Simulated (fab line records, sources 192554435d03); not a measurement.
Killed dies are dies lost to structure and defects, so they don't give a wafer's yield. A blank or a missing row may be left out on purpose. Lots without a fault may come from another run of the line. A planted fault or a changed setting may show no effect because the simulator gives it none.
fab line records | flow n5_finfet
record lots=4 wafers=12 last_day=16
route steps=1938 shown BEOL_M4@1099 BEOL_M5@1112 BEOL_M10@1509 PASSIVATION@1936
lots that met no fault: from a run of the same line without faults
start_h: hours from the record's first day to the start of the lot's first wafer shown | wait_h: hours since the lot's step before | " the same as in the row above | L1.1+2: a row that stands for several wafers | - no value, or no start given | * or withheld: withheld | < > ~ a bound
route shown NAME@n: a module of which the file shows steps, and the number in the route of the first | usual: mean/standard deviation of fault-free wafers | same: alike in all rows | chamber/n: place in a boat | sites: the reading at each site | _std_site: their standard deviation | _edge_site: outer sites' mean less inner sites' | radius_mm: how far each site lies from the wafer's centre | mask NAME#n: copy n | behind: the tool/chamber that last shaped the wafer | hold: why the lot was held/for how many hours/how that ended | device: the transistor (n, p or np) that didn't switch | end of line: the same wafers' tests at the end of the route | a step without rows: its recipe alone | killed: dies lost to structure and defects at the first sort, not the wafer's yield | map: a wafer's dies, x killed, . not, _ none there
set.NAME: the setting as run; set.NAME@STEP: as run at that earlier step | model.NAME: the simulator's own value behind a step, which no gauge read
lots at some steps of the route; a table a step, a row a wafer
services: from which hour (start_h, from the record's first day; less than 0 if before it) a tool's chamber was out of use, for how many hours, and why
## steps
# step N5_BEOL_M4_ANNEAL_95
# recipe temp_c=400 time_s=240 ambient=vacuum
# step N5_BEOL_M4_SPUTTER_96
# recipe material=Cu target_thk_a=45 temp_c=-20 chamber_pressure_pa=0.07 power_w=withheld time_s=8.29
# step N5_BEOL_M4_ECD_50
# recipe material=Cu target_thk_a=3000
# step N5_BEOL_M4_ANNEAL_51
# recipe temp_c=225 time_s=90 ambient=N2
# step N5_BEOL_M4_CMP_52
# recipe stop_on=SiOC t_overpolish_s=6.8 down_force_psi=1 platen_rpm=50 clearing_platen_down_force_psi=1.5 clearing_platen_rpm=50 post_cmp_clean=cu_alkaline target_thk_nm=40 clearing_platen_pad_velocity_m_s=0.99484 pad_velocity_m_s=0.99484
# step N5_BEOL_M4_PRE_CLEAN_60
# recipe gas=NH3/H2 time_s=15 temp_c=* rf_power_w=300
# step N5_BEOL_M4_CO_CAP_55
# recipe material=Co target_thk_a=20 temp_c=200 precursor=CCTBA/H2 pressure_torr=30 time_s=102.1
# step N5_BEOL_M4_PRE_CLEAN_56
# recipe gas=NH3 time_s=15 temp_c=withheld rf_power_w=300
# step N5_BEOL_M4_DEP_57
# recipe material=SiCN target_thk_a=80 temp_c=withheld precursor=3MS/NH3 pressure_torr=3 rf_w=202 time_s=14
# step N5_BEOL_M4_RC_MEAS_101
# usual DIBL_N=36.8/2.2 DIBL_P=37.0/2.8 IOFF_N=0.18/0.043 IOFF_P=0.23/0.05 ION_N=680/14 ION_P=466/9.1 SS_N=71.7/0.74 SS_P=73.5/0.79 VT_N=248/4 VT_P=-249/4.1
# columns lot.wafer tool chamber start_h wait_h DIBL_N[mV/V] DIBL_P[mV/V] IOFF_N[nA/um] IOFF_P[nA/um] ION_N[uA/um] ION_P[uA/um] SS_N[mV/dec] SS_P[mV/dec] VT_N[mV] VT_P[mV]
L266.2 prober-01 0 203.74 0.2 37.0 38.2 0.16 0.20 687 463 72.2 73.1 250 -253
L266.4 " 0 " " 32.5 33.8 0.10 0.15 658 453 71.3 71.4 258 -255
L266.5 " 0 " " 39.7 42.1 0.23 0.26 692 468 73.0 74.4 246 -250
L271.1 prober-02 0 230.57 0.0 36.6 35.4 0.15 0.21 671 466 71.1 73.5 251 -246
L271.4 " 0 " " 39.8 39.9 0.21 0.29 688 476 71.2 74.4 246 -243
L271.6 " 0 " " 41.2 41.4 0.26 0.35 704 484 72.7 74.9 241 -240
L280.1 prober-01 0 284.51 0.0 38.5 37.3 0.21 0.24 673 461 71.9 73.1 248 -246
L280.3 " 0 " " 39.8 40.3 0.25 0.30 703 480 72.1 73.8 242 -242
L280.6 " 0 " " 36.5 37.5 0.17 0.24 676 468 72.0 73.3 248 -248
L282.2 prober-01 0 291.65 0.2 38.2 36.8 0.20 0.21 685 460 73.4 73.5 249 -253
L282.5 " 0 " " 39.9 39.7 0.23 0.27 689 469 73.1 74.4 244 -247
L282.6 " 0 " " 35.9 35.6 0.16 0.20 680 461 71.6 73.0 252 -253
# step N5_BEOL_M5_ILD_DEP_00
# recipe material=SiCOH_lowk target_thk_a=1406.4 temp_c=300 precursor=DEMS/porogen pressure_torr=5 rf_w=500 time_s=25.9
# step N5_BEOL_M5_CURE_79
# recipe temp_c=385 time_s=240 ambient=He/Ar material=SiCOH_lowk
# step N5_BEOL_M5_PECVD_70
# recipe material=SiO2 target_thk_a=160 temp_c=400 precursor=TEOS/O2 pressure_torr=5.5 rf_w=450 teos_flow_sccm=53.8 gas=O2 flow_sccm=3000 time_s=18
# step N5_BEOL_M5_HM_DEP_02
# recipe material=TiN target_thk_a=200 temp_c=25 chamber_pressure_pa=0.49996
# step N5_BEOL_M5_COAT_59
# recipe resist=SOC temp_c=250 time_s=60 spin_rpm=1500 resist_thk_nm=60
# step N5_BEOL_M5_COAT_60
# recipe resist=SiARC temp_c=220 time_s=60 spin_rpm=1500 resist_thk_nm=12
# step N5_BEOL_M5_COAT_71
# recipe resist=underlayer temp_c=205 time_s=60 spin_rpm=1500 resist_thk_nm=5
# step N5_BEOL_M5_COAT_05
# recipe resist=CAR-EUV spin_rpm=1500 resist_thk_nm=30
# step N5_BEOL_M5_EBR_07
# recipe solvent=PGMEA ebr_width_mm=1.5
# step N5_BEOL_M5_SOFTBAKE_06
# recipe temp_c=110 time_s=60 resist=CAR-EUV
# step N5_BEOL_M5_EXPOSE_08
# recipe mask_id=M5 na=0.33 source_shape=annular sigma_inner=0.4 sigma_outer=0.8 polarization=unpolarized target_cd_nm=28 dose_mj=35.75
# step N5_BEOL_M5_PEB_09
# recipe peb_temp_c=100 peb_time_s=60 resist=CAR-EUV
# step N5_BEOL_M5_DEVELOP_10
# recipe develop_time_s=30 developer=TMAH resist=CAR-EUV rinse_liquid=surfactant_rinse dry=air_spin dev_temp_c=23
# step N5_BEOL_M5_DESCUM_16
# recipe chemistry=O2 time_s=7 source_power_w=50 bias_power_w=20 pressure_mtorr=20 rf_frequency_hz=2.712e+07 temp_c=40 resist=CAR-EUV o2_flow_sccm=225
# step N5_BEOL_M5_ETCH_72
# recipe chemistry=N2/H2 target=underlayer target_depth_a=65 mask_material=CAR-EUV time_s=5.2 ion_energy_ev=200 pressure_mtorr=30 source_w=840 bias_w=150 n2_flow_sccm=200 h2_flow_sccm=200 ends=cleared
# step N5_BEOL_M5_ETCH_61
# recipe chemistry=CF4 target=SiARC target_depth_a=156 mask_material=CAR-EUV time_s=26 ion_energy_ev=80 pressure_mtorr=40 source_w=545 bias_w=36 Ar_flow_sccm=100 cf4_flow_sccm=100 ends=cleared
# step N5_BEOL_M5_ETCH_62
# recipe chemistry=N2/H2 target=SOC target_depth_a=750 overetch_a=150 mask_material=SiARC temp_c=40 time_s=112.5 ion_energy_ev=200 pressure_mtorr=30 source_w=840 bias_w=150 n2_flow_sccm=200 h2_flow_sccm=200
# step N5_BEOL_M5_STRIP_63
# recipe chemistry=N2/H2 temp_c=40 n2_flow_sccm=200 h2_flow_sccm=200 rf_frequency_hz=6e+07
# step N5_BEOL_M5_STRIP_73
# recipe chemistry=N2/H2 temp_c=40 n2_flow_sccm=200 h2_flow_sccm=200 rf_frequency_hz=6e+07
# step N5_BEOL_M5_STRIP_64
# recipe chemistry=CF4 resist=SiARC power_w=300 bias_power_w=75 pressure_mtorr=50 cf4_flow_sccm=150 rf_frequency_hz=6e+07
# step N5_BEOL_M5_HM_OPEN_17
# recipe chemistry=Cl2/BCl3 target_depth_a=200 overetch_a=60 target=TiN mask_material=SOC ion_energy_ev=150 pressure_mtorr=10 icp_w=1000 bias_w=126 Cl2_flow_sccm=53.25 bcl3_flow_sccm=21.75 Ar_flow_sccm=25
# step N5_BEOL_M5_STRIP_19
# recipe chemistry=O2 power_w=400 temp_c=40 pressure_mtorr=30 rf_frequency_hz=6e+07 bias_power_w=0 overash_fraction=0.2 o2_flow_sccm=225
# step N5_BEOL_M5_COAT_65
# recipe resist=SOC temp_c=250 time_s=60 spin_rpm=1500 resist_thk_nm=60
# step N5_BEOL_M5_COAT_66
# recipe resist=SiARC temp_c=220 time_s=60 spin_rpm=1500 resist_thk_nm=12
# step N5_BEOL_M10_VIA_ETCH_34
# recipe chemistry=C4F6/O2 target=SiCOH_lowk target_depth_a=1845 mask_material=SOC taper_deg=4 time_s=69.2 ion_energy_ev=250 pressure_mtorr=30 source_w=345 bias_w=185 Ar_flow_sccm=300 C4F6_flow_sccm=10 O2_flow_sccm=10
# usual drypump_motor_current_A=5.6/0.58 oes_product_au=0.81/0.089 rf_vpp_V=675/18 showerhead_plenum_p_Torr=2.88/0.098 throttle_valve_pct=20.90/0.25
# columns lot.wafer tool chamber start_h wait_h drypump_motor_current_A oes_product_au rf_hours_counter_h rf_vpp_V showerhead_plenum_p_Torr throttle_valve_pct model.etch.depth_nm model.SOC_of_BEOL_M10_COAT_63.thk_nm
L266.2 rie_diel-06 0 255.49 0.0 6.2 0.78 8 651 2.78 20.82 134 94
L266.4 " 2 " " 5.1 0.63 118 688 3.01 20.80 132.6 94.6
L266.5 " 1 " " 4.8 0.57 - 645 2.79 20.96 130.7 94.6
L271.1 rie_diel-06 0 281.31 0.0 6.3 0.92 16 651 2.78 20.87 185.8 92
L271.4 " 2 " " 5.1 0.62 126 687 3.01 20.82 133.2 94.2
L271.6 " 3 " " 5.9 0.76 - 694 2.84 20.87 185.5 91.4
L280.1 rie_diel-05 2 333.83 0.0 5.3 0.79 116 660 2.82 20.42 184.9 91.8
L280.3 " 0 " " 4.8 0.90 51 681 3.03 21.02 192 91.6
L280.6 " 0 " " 4.8 0.90 - 680 3.03 21.02 191.7 91.8
L282.2 rie_diel-06 1 344.74 0.0 4.8 0.93 11 644 2.77 20.69 186.2 91.6
L282.5 " 1 " " 4.8 0.93 - 645 2.77 20.69 185.9 92
L282.6 " 3 " " 5.9 0.74 - 694 2.83 20.92 185.1 92
# step N5_PASSIVATION_PROBE_49
# usual defect_limited_yield=91.4/1.5 killed_at_M0_to_M3=36/11 killed_at_M4_up=14/6 killed_at_contacts=11/6 killed_at_front_end=37/11 killed_at_other=4/3.4 killed_dies=102/18 killed_on_rim=13/3.5 killed_open=66/13 killed_short=34/7.8 sort_bin_5_function=5.0/0.97 sort_bin_6_memory=3.2/0.7 sort_n_pass=1078/19 sort_yield_pct=91.3/1.6
# same gross_dies=1180 killed_at_back_side=0 sort_bin_4_leakage[%]=0 sort_bin_8_speed[%]=0
# columns lot.wafer tool chamber start_h wait_h defect_limited_yield[%] killed_at_M0_to_M3 killed_at_M4_up killed_at_contacts killed_at_front_end killed_at_other killed_dies killed_on_rim killed_open killed_short sort_bin_5_function[%] sort_bin_6_memory[%] sort_n_pass sort_yield_pct[%]
L266.2 prober-01 - 309.54 0.1 0.2 52 1086 14 22 4 1178 152 76 21 97.0 2.6 2 0.2
L266.4 prober-01 - 309.64 0.2 0.2 37 1108 6 24 3 1178 152 48 29 97.1 2.5 2 0.2
L266.5 prober-01 - 309.69 0.2 0 25 1113 11 26 5 1180 152 53 18 97.7 2.0 0 0
L271.4 prober-01 - 332.32 0.2 0.3 50 1083 8 35 1 1177 152 70 31 95.7 3.6 3 0.3
L271.6 prober-01 - 332.42 0.3 92.2 54 9 5 21 3 92 14 61 29 4.8 2.6 1088 92.2
# killed by level:class
L266.2 BEOL_M10:area_etch=1081 BEOL_M1:geometric_particle:open=13 MOL_CONTACT_COAG:geometric_particle:open=12 BEOL_M3:geometric_particle:open=12 BEOL_M0_SAQP:geometric_particle:open=11 BEOL_M2:geometric_particle:open=6 FIN_SAQP:geometric_particle:short=5 FIN_SAQP:geometric_particle:open=4
L266.4 BEOL_M10:area_etch=1099 BEOL_M1:geometric_particle:open=10 BEOL_M0_SAQP:geometric_particle:short=9 BEOL_M2:geometric_particle:open=8 BEOL_M0_SAQP:geometric_particle:open=5 BEOL_M8:geometric_particle:open=5 STARTING-WAFER:geometric_particle:short=5 FIN_SAQP:geometric_particle:short=4
L266.5 BEOL_M10:area_etch=1108 BEOL_M2:geometric_particle:open=10 MOL_CONTACT_COAG:geometric_particle:open=9 STI_FIN_REVEAL:geometric_particle:open=7 FIN_SAQP:geometric_particle:open=4 BEOL_M3:geometric_particle:open=4 FIN_SAQP:geometric_particle:short=3 STI_FIN_REVEAL:geometric_particle:short=3
L271.4 BEOL_M10:area_etch=1074 BEOL_M1:geometric_particle:open=23 BEOL_M0_SAQP:geometric_particle:short=12 FIN_SAQP:geometric_particle:open=9 MOL_CONTACT_COAG:geometric_particle:open=8 BEOL_M0_SAQP:geometric_particle:open=8 GATE_CUT:geometric_particle:open=5 GATE_CUT:geometric_particle:short=5
L271.6 BEOL_M1:geometric_particle:open=15 BEOL_M0_SAQP:geometric_particle:open=12 BEOL_M0_SAQP:geometric_particle:short=8 FIN_SAQP:geometric_particle:open=6 STI_FIN_REVEAL:geometric_particle:open=5 BEOL_M3:geometric_particle:short=5 MOL_CONTACT_COAG:geometric_particle:open=4 BEOL_M2:geometric_particle:open=4
# map L266.5 (x killed, . not)
_________________xxxxxxxxxxxx________________
______________xxxxxxxxxxxxxxxxxx_____________
___________xxxxxxxxxxxxxxxxxxxxxxxx__________
__________xxxxxxxxxxxxxxxxxxxxxxxxxx_________
________xxxxxxxxxxxxxxxxxxxxxxxxxxxxxx_______
_______xxxxxxxxxxxxxxxxxxxxxxxxxxxxxxxx______
______xxxxxxxxxxxxxxxxxxxxxxxxxxxxxxxxxx_____
_____xxxxxxxxxxxxxxxxxxxxxxxxxxxxxxxxxxxx____
____xxxxxxxxxxxxxxxxxxxxxxxxxxxxxxxxxxxxxx___
___xxxxxxxxxxxxxxxxxxxxxxxxxxxxxxxxxxxxxxxx__
___xxxxxxxxxxxxxxxxxxxxxxxxxxxxxxxxxxxxxxxx__
__xxxxxxxxxxxxxxxxxxxxxxxxxxxxxxxxxxxxxxxxxx_
__xxxxxxxxxxxxxxxxxxxxxxxxxxxxxxxxxxxxxxxxxx_
_xxxxxxxxxxxxxxxxxxxxxxxxxxxxxxxxxxxxxxxxxxxx
_xxxxxxxxxxxxxxxxxxxxxxxxxxxxxxxxxxxxxxxxxxxx
_xxxxxxxxxxxxxxxxxxxxxxxxxxxxxxxxxxxxxxxxxxxx
_xxxxxxxxxxxxxxxxxxxxxxxxxxxxxxxxxxxxxxxxxxxx
_xxxxxxxxxxxxxxxxxxxxxxxxxxxxxxxxxxxxxxxxxxxx
_xxxxxxxxxxxxxxxxxxxxxxxxxxxxxxxxxxxxxxxxxxxx
_xxxxxxxxxxxxxxxxxxxxxxxxxxxxxxxxxxxxxxxxxxxx
_xxxxxxxxxxxxxxxxxxxxxxxxxxxxxxxxxxxxxxxxxxxx
__xxxxxxxxxxxxxxxxxxxxxxxxxxxxxxxxxxxxxxxxxx_
__xxxxxxxxxxxxxxxxxxxxxxxxxxxxxxxxxxxxxxxxxx_
___xxxxxxxxxxxxxxxxxxxxxxxxxxxxxxxxxxxxxxxx__
___xxxxxxxxxxxxxxxxxxxxxxxxxxxxxxxxxxxxxxxx__
____xxxxxxxxxxxxxxxxxxxxxxxxxxxxxxxxxxxxxx___
_____xxxxxxxxxxxxxxxxxxxxxxxxxxxxxxxxxxxx____
______xxxxxxxxxxxxxxxxxxxxxxxxxxxxxxxxxx_____
_______xxxxxxxxxxxxxxxxxxxxxxxxxxxxxxxx______
________xxxxxxxxxxxxxxxxxxxxxxxxxxxxxx_______
__________xxxxxxxxxxxxxxxxxxxxxxxxxx_________
___________xxxxxxxxxxxxxxxxxxxxxxxx__________
______________xxxxxxxxxxxxxxxxxx_____________
_________________xxxxxxxxxxxx________________
# map L271.4 (x killed, . not)
_________________xxxxxxxxxxxx________________
______________xxxxxxxxxxxxxxxxxx_____________
___________xxxxxxxxxxxxxxxxxxxxxxxx__________
__________xxxxxxxxxxxxxxxxxxxxxxxxxx_________
________xxxxxxxxxxxxxxxxxxxxxxxxxxxxxx_______
_______xxxxxxxxxxxxxxxxxxxxxxxxxxxxxxxx______
______xxxxxxxxxxxxxxxxxxxxxxxxxxxxxxxxxx_____
_____xxxxxxxxxxxxxxxxxxxxxxxxxxxxxxxxxxxx____
____xxxxxxxxxxxxxxxxxxxxxxxxxxxxxxxxxxxxxx___
___xxxxxxxxxxxxxxxxxxxxxxxxxxxxxxxxxxxxxxxx__
___xxxxxxxxxxxxxxxxxxxxx.xxxxxxxxxxxxxxxxxx__
__xxxxxxxxxxxxxxxxxxxx..xxxxxxxxxxxxxxxxxxxx_
__xxxxxxxxxxxxxxxxxxxxxxxxxxxxxxxxxxxxxxxxxx_
_xxxxxxxxxxxxxxxxxxxxxxxxxxxxxxxxxxxxxxxxxxxx
_xxxxxxxxxxxxxxxxxxxxxxxxxxxxxxxxxxxxxxxxxxxx
_xxxxxxxxxxxxxxxxxxxxxxxxxxxxxxxxxxxxxxxxxxxx
_xxxxxxxxxxxxxxxxxxxxxxxxxxxxxxxxxxxxxxxxxxxx
_xxxxxxxxxxxxxxxxxxxxxxxxxxxxxxxxxxxxxxxxxxxx
_xxxxxxxxxxxxxxxxxxxxxxxxxxxxxxxxxxxxxxxxxxxx
_xxxxxxxxxxxxxxxxxxxxxxxxxxxxxxxxxxxxxxxxxxxx
_xxxxxxxxxxxxxxxxxxxxxxxxxxxxxxxxxxxxxxxxxxxx
__xxxxxxxxxxxxxxxxxxxxxxxxxxxxxxxxxxxxxxxxxx_
__xxxxxxxxxxxxxxxxxxxxxxxxxxxxxxxxxxxxxxxxxx_
___xxxxxxxxxxxxxxxxxxxxxxxxxxxxxxxxxxxxxxxx__
___xxxxxxxxxxxxxxxxxxxxxxxxxxxxxxxxxxxxxxxx__
____xxxxxxxxxxxxxxxxxxxxxxxxxxxxxxxxxxxxxx___
_____xxxxxxxxxxxxxxxxxxxxxxxxxxxxxxxxxxxx____
______xxxxxxxxxxxxxxxxxxxxxxxxxxxxxxxxxx_____
_______xxxxxxxxxxxxxxxxxxxxxxxxxxxxxxxx______
________xxxxxxxxxxxxxxxxxxxxxxxxxxxxxx_______
__________xxxxxxxxxxxxxxxxxxxxxxxxxx_________
___________xxxxxxxxxxxxxxxxxxxxxxxx__________
______________xxxxxxxxxxxxxxxxxx_____________
_________________xxxxxxxxxxxx________________
## services
# columns tool chamber start_h hours kind
rie_diel-05 3 239.05 115.1 repair
rie_diel-06 1 300.87 - clean
rie_diel-06 1 300.87 - consumable_replace:focus_ring
rie_diel-06 1 300.87 19.6 scheduled_down
rie_diel-06 1 300.87 19.6 vent_cycle
rie_diel-06 0 336.10 14.8 repair
## key
first_sign step=N5_BEOL_M10_VIA_ETCH_34 reading=oes_product_au direction=down sigmas=1.8 usual=0.81 struck=0.65
effect step=N5_PASSIVATION_PROBE_49 reading=killed_at_M4_up direction=up sigmas=99+ usual=14 struck=1098
model_effect step=N5_BEOL_M10_VIA_ETCH_34 value=etch.depth_nm without=183 struck=132.6
more_kills_born_at N5_BEOL_M10_VIA_ETCH_34@rie_diel-06=4362
met_at N5_BEOL_M10_VIA_ETCH_34
struck_wafers L266.2,L266.4,L266.5,L271.4
later_rows_left_out L266.2,L266.4,L266.5,L271.4
fault kind=process_parameter_drift tool=rie_diel-06 chamber=- onset_h=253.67 steps=N5_BEOL_M10_VIA_ETCH_34 channel=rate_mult offset=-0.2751 shape=step end_h=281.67 scope=struck_wafers_only
# later_rows_left_out: the simulator's readings of these wafers behind a module that went badly wrong aren't trusted and aren't shown, but for the sort
